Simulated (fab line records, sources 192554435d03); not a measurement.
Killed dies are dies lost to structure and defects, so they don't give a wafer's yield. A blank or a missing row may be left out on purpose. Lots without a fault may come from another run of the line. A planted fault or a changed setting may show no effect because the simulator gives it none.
fab line records | flow n5_finfet
record lots=24 wafers=72 last_day=19
route steps=1938 shown MOL_CONTACT_COAG@559 BEOL_M0_SAQP@632
lots that met no fault: from a run of the same line without faults
start_h: hours from the record's first day to the start of the lot's first wafer shown | wait_h: hours since the lot's step before | " the same as in the row above | L1.1+2: a row that stands for several wafers | - no value, or no start given | * or withheld: withheld | < > ~ a bound
route shown NAME@n: a module of which the file shows steps, and the number in the route of the first | usual: mean/standard deviation of fault-free wafers | same: alike in all rows | chamber/n: place in a boat | sites: the reading at each site | _std_site: their standard deviation | _edge_site: outer sites' mean less inner sites' | radius_mm: how far each site lies from the wafer's centre | mask NAME#n: copy n | behind: the tool/chamber that last shaped the wafer | hold: why the lot was held/for how many hours/how that ended | device: the transistor (n, p or np) that didn't switch | end of line: the same wafers' tests at the end of the route | a step without rows: its recipe alone | killed: dies lost to structure and defects at the first sort, not the wafer's yield | map: a wafer's dies, x killed, . not, _ none there
set.NAME: the setting as run; set.NAME@STEP: as run at that earlier step | model.NAME: the simulator's own value behind a step, which no gauge read
steps of the route over a sample of lots; a table a step, a row a wafer
services: from which hour (start_h, from the record's first day; less than 0 if before it) a tool's chamber was out of use, for how many hours, and why
## steps
# step N5_MOL_CONTACT_COAG_ALD_27
# recipe material=SiOC target_thk_a=170 temp_c=400 ald_precursor_family=carbosiloxane ald_co_reactant=H2-plasma pulse_time_s=1.5 time_s=2720 purge_time_s=2 co_reactant_purge_time_s=2 ald_cycles=340 pressure_torr=2
# usual chamber_pressure_Torr=2.000/0.0046 heater_power_w=870/68 precursor_pulse_height_rel=0.998/0.02
# columns lot.wafer tool chamber start_h wait_h chamber_pressure_Torr heater_power_w precursor_pulse_height_rel
L074.2 ald_sin-02 2 101.98 0.0 2.000 894 0.987
L074.5 " 0 " " 1.998 911 0.984
L074.6 " 3 " " 2.006 856 0.998
L075.2 ald_sin-03 3 102.70 0.6 1.994 890 0.964
L075.4 " 2 " " 1.994 801 1.005
L075.5 " 3 " " 1.995 866 0.990
L076.2 ald_sin-03 0 110.05 0.4 1.997 759 0.957
L076.4 " 3 " " 1.996 868 1.022
L076.6 " 1 " " 2.004 872 1.009
L077.2 ald_sin-03 1 113.01 0.1 2.000 871 1.005
L077.3 " 3 " " 1.999 887 1.042
L077.6 " 0 " " 1.984 757 1.004
L078.1 ald_sin-01 0 119.57 0.2 2.000 871 0.990
L078.2 " 3 " " 2.002 1020 1.036
L078.6 " 0 " " 2.002 878 1.007
L079.1 ald_sin-01 2 123.00 0.0 2.001 811 0.999
L079.4 " 0 " " 1.993 851 1.000
L079.5 " 2 " " 2.005 811 0.997
L080.1 ald_sin-03 2 135.50 0.0 1.994 806 1.024
L080.3 " 1 " " 1.993 872 0.972
L080.6 " 2 " " 1.995 820 1.033
L081.3 ald_sin-01 0 142.31 0.0 2.005 875 0.993
L081.5 " 0 " " 2.007 877 0.977
L081.6 " 1 " " 1.999 932 1.020
L082.3 ald_sin-02 1 147.23 0.0 2.000 949 0.995
L082.5 " 2 " " 1.998 879 0.986
L082.6 " 1 " " 2.005 933 0.969
L083.2 ald_sin-01 3 148.11 0.0 2.005 1018 1.052
L083.3 " 2 " " 2.001 794 1.002
L083.4 " 1 " " 2.006 884 1.016
L084.1 ald_sin-02 3 156.42 0.3 2.001 863 1.024
L084.4 " 0 " " 1.994 900 1.018
L084.5 " 2 " " 1.993 917 0.983
L085.4 ald_sin-01 1 165.97 0.0 2.003 890 0.987
L085.5 " 0 " " 2.006 855 1.035
L085.6 " 3 " " 2.000 1017 0.980
L086.2 ald_sin-03 0 173.11 0.0 2.006 763 0.961
L086.5 " 0 " " 2.006 748 1.009
L086.6 " 3 " " 1.998 853 0.996
L087.4 ald_sin-03 0 177.35 0.7 1.998 735 1.000
L087.5 " 2 " " 1.999 826 0.970
L087.6 " 3 " " 2.000 879 0.982
L088.2 ald_sin-03 2 183.29 0.4 1.998 807 1.012
L088.3 " 3 " " 1.997 877 0.996
L088.4 " 1 " " 1.997 887 1.034
L089.1 ald_sin-01 0 185.57 0.3 2.001 862 1.019
L089.5 " 0 " " 2.001 856 0.999
L089.6 " 1 " " 1.998 853 1.010
L090.3 ald_sin-01 0 190.54 1.3 1.991 886 0.995
L090.4 " 1 " " 2.002 892 1.013
L090.5 " 1 " " 2.002 915 1.012
L091.1 ald_sin-03 1 201.58 0.7 2.009 884 1.015
L091.2 " 3 " " 2.008 874 1.008
L091.4 " 0 " " 2.004 733 1.016
L092.1 ald_sin-02 3 202.62 0.0 1.992 876 0.998
L092.3 " 0 " " 1.992 875 0.993
L092.5 " 1 " " 1.998 907 1.021
L093.3 ald_sin-02 1 207.29 0.0 1.997 909 1.010
L093.4 " 2 " " 1.997 913 0.995
L093.6 " 2 " " 2.002 915 1.017
L094.1 ald_sin-03 0 219.30 0.0 1.995 758 1.012
L094.2 " 1 " " 1.994 884 1.015
L094.5 " 0 " " 2.000 748 0.985
L095.1 ald_sin-01 1 225.67 0.4 2.001 898 1.017
L095.4 " 3 " " 1.996 1037 0.997
L095.5 " 2 " " 2.005 804 0.963
L096.2 ald_sin-02 1 227.54 0.0 2.003 888 1.003
L096.3 " 2 " " 2.005 934 1.006
L096.6 " 0 " " 1.999 846 1.026
L097.3 ald_sin-01 3 232.38 0.0 1.999 1030 1.016
L097.4 " 1 " " 1.996 891 1.010
L097.5 " 3 " " 2.001 1044 0.996
# step N5_MOL_CONTACT_COAG_ETCH_91
# recipe chemistry=N2/H2 target=SOC target_depth_a=600 overetch_a=210 mask_material=SiARC temp_c=40 time_s=101.2 ion_energy_ev=200 pressure_mtorr=30 source_w=840 bias_w=150 n2_flow_sccm=200 h2_flow_sccm=200
# usual drypump_motor_current_A=5.8/0.43 oes_product_au=0.62/0.037 rf_fwd_power_W=835.4/2.7 rf_vpp_V=523.9/2.8 showerhead_plenum_p_Torr=2.54/0.1 throttle_valve_pct=17.94/0.26
# columns lot.wafer tool chamber start_h wait_h drypump_motor_current_A oes_product_au rf_fwd_power_W rf_hours_counter_h rf_vpp_V showerhead_plenum_p_Torr throttle_valve_pct
L074.2 rie_diel-04 3 105.21 0.0 5.7 0.61 837.4 186 527.8 2.65 18.23
L074.5 " 1 " " 5.3 0.61 835.6 - 526.2 2.64 18.14
L074.6 " 2 " " 6.0 0.64 837.8 - 520.2 2.45 17.84
L075.2 rie_diel-05 2 105.96 0.0 5.5 0.63 832.3 172 526.2 2.65 17.80
L075.4 " 3 " " 6.1 0.65 837.1 139 524.1 2.54 17.79
L075.5 " 2 " " 5.5 0.63 830.8 - 527.4 2.65 17.80
L076.2 rie_diel-04 3 113.95 0.0 5.7 0.60 834.7 188 526.8 2.65 18.23
L076.4 " 0 " " 5.6 0.69 832.3 60 521.2 2.45 17.27
L076.6 " 0 " " 5.6 0.68 836.9 - 523.4 2.45 17.27
L077.2 rie_diel-05 2 116.94 0.0 5.5 0.62 832.4 175 526.7 2.65 17.81
L077.3 " 1 " " 6.5 0.58 834.5 211 520.2 2.40 18.00
L077.6 " 1 " " 6.5 0.58 838.3 - 519.9 2.40 18.01
L078.1 rie_diel-02 1 122.89 0.0 5.8 0.62 834.8 183 527.1 2.65 18.03
L078.2 " 0 " " 5.8 0.60 840.2 224 519.6 2.39 17.75
L078.6 " 2 " " 6.4 0.71 834.3 - 528.1 2.71 17.74
L079.1 rie_diel-04 0 126.78 0.0 5.6 0.68 832.5 65 521.2 2.45 17.27
L079.4 " 2 " " 6.0 0.63 836.4 172 521.1 2.44 17.84
L079.5 " 3 " " 5.7 0.60 836.7 - 526.3 2.65 18.25
L080.1 rie_diel-02 1 139.03 0.0 5.8 0.61 834.0 188 528.5 2.65 18.05
L080.3 " 3 " " 4.9 0.59 839.7 201 521.3 2.53 17.93
L080.6 " 3 " " 4.9 0.59 839.3 - 521.9 2.53 17.94
L081.3 rie_diel-02 0 145.76 0.0 5.8 0.59 837.2 231 519.1 2.39 17.75
L081.5 " 3 " " 4.9 0.60 842.4 - 522.4 2.53 17.93
L081.6 " 0 " " 5.8 0.60 838.4 - 520.9 2.39 17.76
L082.3 rie_diel-04 3 150.86 0.0 5.7 0.59 837.2 201 527.9 2.64 18.25
L082.5 " 2 " " 6.1 0.63 835.4 - 519.4 2.44 17.85
L082.6 " 3 " " 5.7 0.59 840.1 - 527.1 2.64 18.26
L083.2 rie_diel-05 3 151.50 0.0 6.1 0.64 833.1 150 523.9 2.53 17.80
L083.3 " 1 " " 6.5 0.58 832.5 223 519.0 2.39 18.02
L083.4 " 2 " " 5.5 0.62 832.8 186 524.9 2.65 17.83
L084.1 rie_diel-02 1 159.83 0.0 5.8 0.61 834.0 194 526.2 2.64 18.06
L084.4 " 0 " " 5.8 0.59 831.5 236 520.5 2.39 17.78
L084.5 " 2 " " 6.4 0.71 834.7 - 527.2 2.70 17.74
L085.4 rie_diel-05 3 169.38 0.0 6.1 0.63 837.2 159 523.2 2.53 17.79
L085.5 " 0 " " 5.6 0.60 835.5 - 523.9 2.54 18.27
L085.6 " 1 " " 6.5 0.57 836.1 - 518.6 2.39 18.04
L086.2 rie_diel-04 1 176.78 0.0 5.3 0.61 837.7 208 526.0 2.63 18.19
L086.5 " 0 " " 5.6 0.67 832.7 - 521.8 2.45 17.31
L086.6 " 3 " " 5.8 0.59 840.3 - 527.8 2.64 18.29
L087.4 rie_diel-05 2 180.59 0.0 5.5 0.61 835.7 198 525.8 2.64 17.84
L087.5 " 0 " " 5.6 0.60 835.7 - 523.7 2.54 18.26
L087.6 " 1 " " 6.5 0.58 834.5 - 521.0 2.39 18.03
L088.2 rie_diel-02 2 187.00 0.0 6.4 0.69 833.8 69 527.9 2.70 17.78
L088.3 " 0 " " 5.8 0.59 834.2 245 519.6 2.39 17.77
L088.4 " 3 " " 4.9 0.59 837.6 217 522.7 2.53 17.96
L089.1 rie_diel-02 0 190.50 0.0 5.8 0.59 839.1 246 520.0 2.38 17.79
L089.5 " 0 " " 5.8 0.59 839.5 - 518.8 2.38 17.79
L089.6 " 1 " " 5.8 0.61 837.7 - 526.6 2.64 18.06
L090.3 rie_diel-02 1 194.00 0.0 5.8 0.61 839.1 206 526.4 2.64 18.09
L090.4 " 2 " " 6.4 0.69 832.5 72 526.4 2.70 17.77
L090.5 " 3 " " 4.9 0.59 838.0 - 522.8 2.53 17.96
L091.1 rie_diel-05 0 205.46 0.0 5.6 0.59 834.7 215 523.9 2.53 18.28
L091.2 " 3 " " 6.1 0.63 828.9 173 525.0 2.52 17.85
L091.4 " 1 " " 6.5 0.57 836.3 242 519.7 2.39 18.04
L092.1 rie_diel-05 1 206.75 0.0 6.5 0.57 837.7 242 518.9 2.39 18.05
L092.3 " 3 " " 6.1 0.62 838.3 174 523.2 2.52 17.84
L092.5 " 0 " " 5.6 0.59 834.7 - 523.7 2.53 18.29
L093.3 rie_diel-05 2 210.52 0.0 5.5 0.61 834.3 211 525.0 2.64 17.85
L093.4 " 0 " " 5.6 0.59 835.4 218 522.2 2.53 18.29
L093.6 " 1 " " 6.5 0.56 834.9 - 519.1 2.39 18.07
L094.1 rie_diel-05 3 223.37 0.0 6.1 0.62 837.4 180 526.4 2.52 17.84
L094.2 " 1 " " 6.5 0.56 837.4 247 518.7 2.38 18.06
L094.5 " 3 " " 6.1 0.62 839.4 - 523.0 2.52 17.85
L095.1 rie_diel-05 1 229.26 0.0 6.4 0.57 834.1 249 519.5 2.38 18.06
L095.4 " 2 " " 5.6 0.61 832.4 216 526.8 2.64 17.86
L095.5 " 3 " " 6.1 0.62 837.4 - 522.3 2.52 17.86
L096.2 rie_diel-04 0 230.80 0.0 5.6 0.65 833.5 102 522.6 2.44 17.35
L096.3 " 3 " " 5.7 0.58 833.4 230 525.9 2.63 18.30
L096.6 " 1 " " 5.3 0.59 832.4 - 526.6 2.62 18.23
L097.3 rie_diel-04 1 235.95 0.0 5.3 0.59 836.9 230 526.4 2.62 18.21
L097.4 " 3 " " 5.7 0.57 836.8 232 526.5 2.63 18.31
L097.5 " 2 " " 6.0 0.61 836.7 - 521.1 2.43 17.91
# step N5_MOL_CONTACT_COAG_INSPECT_42
# recipe mode=adi inspect_instrument=brightfield
# usual raw_defect_count=212/54
# columns lot.wafer tool chamber start_h wait_h raw_defect_count
L074.2 defect_inspect-01 - 106.07 0.0 194
L074.5 " - " " 280
L074.6 " - " " 254
L075.2 defect_inspect-01 - 106.82 0.0 209
L075.4 " - " " 209
L075.5 " - " " 287
L076.2 defect_inspect-02 - 114.82 0.0 239
L076.4 " - " " 158
L076.6 " - " " 218
L077.2 defect_inspect-01 - 117.94 0.0 165
L077.3 " - " " 209
L077.6 " - " " 236
L078.1 defect_inspect-01 - 123.76 0.1 173
L078.2 " - " " 163
L078.6 " - " " 291
L079.1 defect_inspect-01 - 127.77 0.1 138
L079.4 " - " " 262
L079.5 " - " " 189
L080.1 defect_inspect-02 - 140.02 0.1 178
L080.3 " - " " 241
L080.6 " - " " 199
L081.3 defect_inspect-01 - 146.75 0.0 184
L081.5 " - " " 263
L081.6 " - " " 133
L082.3 defect_inspect-02 - 151.73 0.0 179
L082.5 " - " " 212
L082.6 " - " " 139
L083.2 defect_inspect-01 - 152.37 0.0 172
L083.3 " - " " 129
L083.4 " - " " 138
L084.1 defect_inspect-01 - 160.82 0.1 221
L084.4 " - " " 255
L084.5 " - " " 307
L085.4 defect_inspect-02 - 170.27 0.0 215
L085.5 " - " " 248
L085.6 " - " " 283
L086.2 defect_inspect-02 - 177.83 0.0 431
L086.5 " - " " 251
L086.6 " - " " 269
L087.4 defect_inspect-01 - 181.46 0.0 247
L087.5 " - " " 191
L087.6 " - " " 182
L088.2 defect_inspect-01 - 187.91 0.0 203
L088.3 " - " " 256
L088.4 " - " " 204
L089.1 defect_inspect-02 - 191.54 0.1 184
L089.5 " - " " 179
L089.6 " - " " 210
L090.3 defect_inspect-02 - 194.93 0.0 328
L090.4 " - " " 246
L090.5 " - " " 211
L091.1 defect_inspect-01 - 206.36 0.1 198
L091.2 " - " " 277
L091.4 " - " " 218
L092.1 defect_inspect-01 - 207.62 0.1 234
L092.3 " - " " 188
L092.5 " - " " 209
L093.3 defect_inspect-02 - 211.39 0.0 92
L093.4 " - " " 128
L093.6 " - " " 105
L094.1 defect_inspect-02 - 224.23 0.1 257
L094.2 " - " " 253
L094.5 " - " " 272
L095.1 defect_inspect-01 - 230.12 0.1 287
L095.4 " - " " 212
L095.5 " - " " 191
L096.2 defect_inspect-02 - 231.80 0.1 191
L096.3 " - " " 210
L096.6 " - " " 224
L097.3 defect_inspect-01 - 236.98 0.0 197
L097.4 " - " " 218
L097.5 " - " " 310
# step N5_MOL_CONTACT_COAG_DESCUM_45
# recipe chemistry=O2 time_s=7 source_power_w=50 bias_power_w=20 pressure_mtorr=20 rf_frequency_hz=2.712e+07 temp_c=40 resist=CAR-EUV o2_flow_sccm=225
# usual drypump_motor_current_A=5.8/0.38 oes_product_au=0.74/0.05 rf_fwd_power_W=49.49/0.19 rf_vpp_V=243.0/1.5 showerhead_plenum_p_Torr=2.09/0.087 throttle_valve_pct=20.51/0.28
# columns lot.wafer tool chamber start_h wait_h drypump_motor_current_A oes_product_au rf_fwd_power_W rf_hours_counter_h rf_vpp_V showerhead_plenum_p_Torr throttle_valve_pct
L074.2 rie_diel-02 3 106.11 0.0 4.9 0.73 49.80 190 243.7 2.06 20.28
L074.5 " 3 " " 4.9 0.73 49.66 - 243.5 2.06 20.29
L074.6 " 2 " " 6.4 0.85 49.41 - 244.9 2.24 20.41
L075.2 rie_diel-02 3 106.86 0.0 4.9 0.73 49.50 190 242.8 2.06 20.30
L075.4 " 1 " " 5.8 0.74 49.11 176 242.1 2.17 20.61
L075.5 " 1 " " 5.8 0.75 49.44 - 245.7 2.17 20.63
L076.2 rie_diel-05 3 115.66 0.8 6.1 0.76 49.57 143 241.9 2.08 20.41
L076.4 " 1 " " 6.5 0.68 49.57 211 242.7 1.97 20.53
L076.6 " 3 " " 6.1 0.78 49.71 - 243.1 2.08 20.42
L077.2 rie_diel-02 3 118.56 0.6 4.9 0.73 49.70 195 241.9 2.06 20.29
L077.3 " 1 " " 5.8 0.74 49.37 181 244.9 2.17 20.59
L077.6 " 1 " " 5.8 0.73 49.30 - 244.0 2.17 20.62
L078.1 rie_diel-02 1 123.79 0.0 5.8 0.73 49.51 183 244.3 2.17 20.61
L078.2 " 0 " " 5.8 0.71 49.66 224 241.2 1.99 20.40
L078.6 " 0 " " 5.8 0.71 49.43 - 241.9 1.99 20.40
L079.1 rie_diel-05 2 127.81 0.0 5.5 0.74 49.25 179 246.6 2.19 20.43
L079.4 " 0 " " 5.6 0.70 49.77 - 242.3 2.09 20.89
L079.5 " 1 " " 6.5 0.67 49.67 - 241.5 1.97 20.52
L080.1 rie_diel-04 1 140.05 0.0 5.3 0.72 49.43 201 245.5 2.19 20.90
L080.3 " 3 " " 5.7 0.71 49.64 198 244.5 2.17 20.79
L080.6 " 3 " " 5.7 0.71 49.76 - 242.9 2.17 20.80
L081.3 rie_diel-02 1 146.79 0.0 5.8 0.73 49.46 190 244.0 2.17 20.62
L081.5 " 3 " " 4.9 0.73 49.47 - 242.6 2.06 20.30
L081.6 " 0 " " 5.7 0.70 49.53 - 242.3 1.98 20.41
L082.3 rie_diel-04 3 152.04 0.3 5.7 0.70 49.80 202 244.8 2.17 20.81
L082.5 " 2 " " 6.0 0.75 49.37 - 241.0 1.99 20.27
L082.6 " 3 " " 5.7 0.70 49.81 - 244.0 2.17 20.77
L083.2 rie_diel-04 0 152.63 0.3 5.6 0.81 49.46 73 241.3 2.03 20.08
L083.3 " 2 " " 6.0 0.75 49.55 179 240.3 1.99 20.28
L083.4 " 3 " " 5.7 0.70 49.64 202 244.7 2.17 20.78
L084.1 rie_diel-04 2 160.85 0.0 6.0 0.75 49.29 183 243.3 1.99 20.28
L084.4 " 2 " " 6.0 0.76 49.26 - 241.4 1.99 20.29
L084.5 " 3 " " 5.8 0.70 49.64 - 243.8 2.17 20.77
L085.4 rie_diel-04 3 170.32 0.0 5.7 0.70 49.80 - 243.4 2.17 20.82
L085.5 " 2 " " 6.0 0.74 49.29 - 241.9 1.99 20.29
L085.6 " 0 " " 5.6 0.80 49.30 - 241.0 2.03 20.08
L086.2 rie_diel-05 0 177.99 0.2 5.6 0.70 49.72 206 242.9 2.08 20.91
L086.5 " 0 " " 5.6 0.69 49.51 - 242.9 2.08 20.92
L086.6 " 3 " " 6.1 0.75 49.43 - 242.6 2.08 20.44
L087.4 rie_diel-04 0 181.49 0.0 5.6 0.80 49.54 84 242.2 2.03 20.10
L087.5 " 2 " " 6.1 0.74 49.36 - 240.8 1.99 20.29
L087.6 " 1 " " 5.3 0.71 49.53 - 244.1 2.18 20.92
L088.2 rie_diel-04 0 188.10 0.2 5.6 0.80 49.51 86 242.0 2.03 20.08
L088.3 " 3 " " 5.7 0.70 49.69 216 244.1 2.16 20.82
L088.4 " 2 " " 6.1 0.74 49.33 194 242.1 1.99 20.31
L089.1 rie_diel-05 2 191.64 0.1 5.5 0.73 49.55 203 244.3 2.19 20.47
L089.5 " 0 " " 5.6 0.69 49.70 - 242.7 2.08 20.92
L089.6 " 3 " " 6.1 0.75 49.57 - 243.8 2.07 20.46
L090.3 rie_diel-04 0 195.01 0.1 5.6 0.79 49.45 89 241.2 2.03 20.11
L090.4 " 1 " " 5.3 0.71 49.63 216 243.8 2.18 20.93
L090.5 " 0 " " 5.6 0.79 49.53 - 242.4 2.03 20.11
L091.1 rie_diel-05 0 207.04 0.7 5.5 0.69 49.71 216 242.8 2.08 20.93
L091.2 " 2 " " 5.5 0.72 49.46 209 243.2 2.18 20.46
L091.4 " 3 " " 6.1 0.75 49.62 174 243.4 2.07 20.47
L092.1 rie_diel-04 0 207.72 0.1 5.6 0.80 49.45 95 242.4 2.03 20.10
L092.3 " 3 " " 5.7 0.69 49.69 223 243.2 2.16 20.83
L092.5 " 0 " " 5.6 0.79 49.33 - 242.4 2.03 20.11
L093.3 rie_diel-04 1 211.42 0.0 5.3 0.70 49.45 222 242.6 2.18 20.94
L093.4 " 3 " " 5.7 0.68 49.48 225 243.5 2.16 20.82
L093.6 " 3 " " 5.8 0.69 49.75 - 244.8 2.16 20.83
L094.1 rie_diel-04 3 224.27 0.0 5.7 0.68 49.40 228 246.0 2.16 20.83
L094.2 " 0 " " 5.6 0.78 49.23 100 241.7 2.02 20.11
L094.5 " 3 " " 5.7 0.68 49.55 - 245.4 2.16 20.83
L095.1 rie_diel-04 1 230.18 0.1 5.3 0.70 49.75 228 243.9 2.18 20.96
L095.4 " 0 " " 5.6 0.78 49.67 102 240.3 2.02 20.11
L095.5 " 2 " " 6.1 0.72 49.47 - 241.5 1.98 20.32
L096.2 rie_diel-02 0 231.83 0.0 5.8 0.98 49.57 2 244.6 2.24 20.10
L096.3 " 1 " " 5.8 0.70 49.24 220 244.3 2.16 20.67
L096.6 " 3 " " 4.9 0.70 49.45 - 243.2 2.05 20.35
L097.3 rie_diel-04 3 237.01 0.0 5.7 0.68 49.70 232 244.0 2.16 20.84
L097.4 " 2 " " 6.1 0.72 49.17 209 239.0 1.98 20.32
L097.5 " 2 " " 6.1 0.72 49.28 - 241.4 1.98 20.32
# step N5_MOL_CONTACT_COAG_INSPECT_97
# recipe inspect_instrument=darkfield mode=post_anneal
# usual raw_defect_count=54/26
# columns lot.wafer tool chamber start_h wait_h raw_defect_count
L074.2 defect_inspect-02 - 110.77 0.1 19
L074.5 " - " " 33
L074.6 " - " " 34
L075.2 defect_inspect-02 - 113.76 0.0 49
L075.4 " - " " 34
L075.5 " - " " 84
L076.2 defect_inspect-01 - 120.48 0.0 47
L076.4 " - " " 82
L076.6 " - " " 62
L077.2 defect_inspect-02 - 123.50 0.1 67
L077.3 " - " " 43
L077.6 " - " " 50
L078.1 defect_inspect-02 - 128.43 0.0 77
L078.2 " - " " 71
L078.6 " - " " 49
L079.1 defect_inspect-01 - 132.43 0.0 45
L079.4 " - " " 75
L079.5 " - " " 61
L080.1 defect_inspect-01 - 144.67 0.0 49
L080.3 " - " " 92
L080.6 " - " " 46
L081.3 defect_inspect-01 - 151.72 0.1 85
L081.5 " - " " 76
L081.6 " - " " 47
L082.3 defect_inspect-02 - 156.74 0.1 47
L082.5 " - " " 53
L082.6 " - " " 27
L083.2 defect_inspect-02 - 159.72 0.0 72
L083.3 " - " " 30
L083.4 " - " " 39
L084.1 defect_inspect-01 - 165.60 0.0 29
L084.4 " - " " 34
L084.5 " - " " 25
L085.4 defect_inspect-02 - 176.34 0.1 47
L085.5 " - " " 43
L085.6 " - " " 43
L086.2 defect_inspect-01 - 182.95 0.1 33
L086.5 " - " " 26
L086.6 " - " " 27
L087.4 defect_inspect-02 - 186.30 0.1 56
L087.5 " - " " 64
L087.6 " - " " 69
L088.2 defect_inspect-01 - 192.76 0.0 54
L088.3 " - " " 40
L088.4 " - " " 163
L089.1 defect_inspect-01 - 196.32 0.0 70
L089.5 " - " " 68
L089.6 " - " " 136
L090.3 defect_inspect-01 - 199.67 0.1 32
L090.4 " - " " 23
L090.5 " - " " 31
L091.1 defect_inspect-02 - 211.80 0.0 38
L091.2 " - " " 45
L091.4 " - " " 46
L092.1 defect_inspect-01 - 214.80 0.0 94
L092.3 " - " " 61
L092.5 " - " " 39
L093.3 defect_inspect-02 - 217.83 0.1 43
L093.4 " - " " 52
L093.6 " - " " 35
L094.1 defect_inspect-01 - 228.89 0.0 29
L094.2 " - " " 28
L094.5 " - " " 27
L095.1 defect_inspect-01 - 234.92 0.0 43
L095.4 " - " " 28
L095.5 " - " " 34
L096.2 defect_inspect-02 - 237.93 0.0 34
L096.3 " - " " 36
L096.6 " - " " 61
L097.3 defect_inspect-01 - 241.67 0.1 78
L097.4 " - " " 68
L097.5 " - " " 63
# step N5_BEOL_M0_SAQP_PECVD_00
# recipe material=SiCN target_thk_a=80 temp_c=withheld precursor=3MS/NH3 pressure_torr=3 rf_w=202 time_s=14
# usual chamber_pressure_Torr=2.999/0.0067 rf_fwd_power_W=198.2/1.2 showerhead_plenum_p_Torr=3.670/0.014 throttle_valve_pct=9.0/0.47
# columns lot.wafer tool chamber start_h wait_h chamber_pressure_Torr rf_fwd_power_W showerhead_plenum_p_Torr throttle_valve_pct
L074.2 pecvd-02 2 111.09 0.2 2.996 198.4 3.660 8.9
L074.5 " 2 " " 2.995 197.1 3.658 8.7
L074.6 " 1 " " 2.998 197.0 3.662 9.8
L075.2 pecvd-01 1 114.07 0.2 2.976 199.3 3.673 9.1
L075.4 " 0 " " 3.003 199.5 3.683 9.4
L075.5 " 2 " " 3.005 197.8 3.676 8.1
L076.2 pecvd-01 1 120.80 0.2 2.992 199.0 3.665 9.3
L076.4 " 1 " " 3.002 198.8 3.673 9.4
L076.6 " 2 " " 2.998 198.7 3.685 7.9
L077.2 pecvd-04 1 123.81 0.2 2.988 195.8 3.682 9.2
L077.3 " 0 " " 3.004 198.9 3.655 8.7
L077.6 " 0 " " 2.991 199.4 3.667 8.9
L078.1 pecvd-01 2 128.76 0.2 3.004 197.2 3.684 8.3
L078.2 " 1 " " 3.012 199.2 3.663 9.1
L078.6 " 2 " " 3.000 197.6 3.684 8.0
L079.1 pecvd-04 1 132.76 0.2 3.008 197.7 3.679 9.1
L079.4 " 1 " " 2.998 197.9 3.681 9.3
L079.5 " 0 " " 2.995 198.8 3.650 9.1
L080.1 pecvd-02 1 145.01 0.2 2.997 198.2 3.667 10.0
L080.3 " 2 " " 3.000 198.0 3.657 8.7
L080.6 " 1 " " 2.989 197.6 3.666 10.0
L081.3 pecvd-01 2 152.02 0.1 3.014 197.3 3.700 8.1
L081.5 " 0 " " 3.007 199.0 3.669 9.6
L081.6 " 1 " " 3.005 199.5 3.668 9.3
L082.3 pecvd-04 0 157.03 0.1 2.987 198.2 3.660 8.7
L082.5 " 1 " " 3.010 196.3 3.678 9.3
L082.6 " 0 " " 2.998 198.3 3.654 9.0
L083.2 pecvd-01 0 160.03 0.2 2.998 199.1 3.686 9.5
L083.3 " 2 " " 3.005 197.7 3.688 8.0
L083.4 " 2 " " 2.999 197.3 3.687 8.0
L084.1 pecvd-02 0 165.93 0.2 2.995 199.0 3.638 9.3
L084.4 " 2 " " 3.003 198.0 3.661 8.8
L084.5 " 0 " " 2.998 199.9 3.642 9.4
L085.4 pecvd-02 2 176.63 0.1 3.008 198.4 3.655 9.0
L085.5 " 0 " " 2.999 199.3 3.645 9.3
L085.6 " 1 " " 2.987 196.8 3.668 10.0
L086.2 pecvd-01 0 183.27 0.2 3.001 199.4 3.676 9.3
L086.5 " 0 " " 3.002 199.8 3.679 9.7
L086.6 " 1 " " 2.996 200.1 3.663 9.1
L087.4 pecvd-04 1 186.58 0.1 2.992 195.5 3.687 9.2
L087.5 " 0 " " 3.013 198.3 3.657 9.2
L087.6 " 2 " " 3.000 197.5 3.660 8.6
L088.2 pecvd-04 2 193.08 0.2 3.004 198.3 3.668 8.6
L088.3 " 1 " " 3.004 197.5 3.677 9.2
L088.4 " 1 " " 3.011 198.1 3.679 9.3
L089.1 pecvd-04 1 196.65 0.2 2.998 197.9 3.683 9.3
L089.5 " 2 " " 2.999 198.5 3.660 8.5
L089.6 " 1 " " 2.986 198.1 3.686 9.4
L090.3 pecvd-04 1 199.98 0.1 3.007 197.4 3.692 8.9
L090.4 " 2 " " 2.994 198.6 3.668 8.6
L090.5 " 2 " " 2.996 197.4 3.672 8.5
L091.1 pecvd-04 1 212.14 0.2 2.993 197.8 3.677 9.0
L091.2 " 2 " " 2.992 197.7 3.660 8.5
L091.4 " 1 " " 2.998 197.3 3.676 9.1
L092.1 pecvd-01 2 215.14 0.2 3.007 197.5 3.692 8.1
L092.3 " 1 " " 2.999 200.9 3.675 9.1
L092.5 " 0 " " 3.000 199.3 3.695 9.3
L093.3 pecvd-04 1 218.15 0.1 3.001 196.5 3.688 9.3
L093.4 " 1 " " 2.995 196.3 3.683 9.3
L093.6 " 1 " " 2.998 196.8 3.695 9.1
L094.1 pecvd-04 2 229.23 0.2 2.995 197.7 3.662 8.3
L094.2 " 0 " " 3.006 199.1 3.659 9.1
L094.5 " 0 " " 2.998 200.2 3.659 9.0
L095.1 pecvd-02 0 235.25 0.2 3.006 200.6 3.649 9.6
L095.4 " 2 " " 2.996 197.8 3.668 8.8
L095.5 " 0 " " 2.991 200.6 3.647 9.3
L096.2 pecvd-04 2 238.24 0.2 3.001 197.3 3.673 8.8
L096.3 " 1 " " 2.995 195.7 3.694 9.3
L096.6 " 2 " " 2.997 199.0 3.660 8.8
L097.3 pecvd-04 1 241.97 0.1 3.006 196.8 3.690 9.1
L097.4 " 1 " " 3.005 197.5 3.690 9.2
L097.5 " 2 " " 3.003 198.0 3.659 8.5
## services
# columns tool chamber start_h hours kind
ald_sin-03 - 85.25 14.0 pm
pecvd-02 - 90.79 2.8 pm
ald_sin-01 0 93.11 4.9 repair
pecvd-02 0 94.43 6.7 repair
ald_sin-01 - 112.30 2.8 pm
rie_diel-05 - 117.75 0.6 repair
pecvd-01 0 118.56 17.8 repair
rie_diel-05 - 126.84 0.3 repair
pecvd-04 - 144.71 2.8 pm
rie_diel-04 0 146.11 2.5 repair
ald_sin-02 3 163.38 5.8 repair
pecvd-02 - 173.23 2.2 repair
ald_sin-02 - 177.80 14.0 pm
pecvd-01 - 200.24 6.0 pm
pecvd-02 1 202.50 1.8 repair
pecvd-04 0 207.47 14.5 repair
ald_sin-03 - 209.92 6.1 pm
ald_sin-02 - 213.91 6.0 pm
rie_diel-05 1 232.24 - clean
rie_diel-05 1 232.24 - consumable_replace:focus_ring
rie_diel-05 1 232.24 - consumable_replace:showerhead
rie_diel-02 1 236.01 1.8 repair
pecvd-02 - 240.29 0.7 repair
rie_diel-04 - 241.54 0.5 repair
## key
fault none
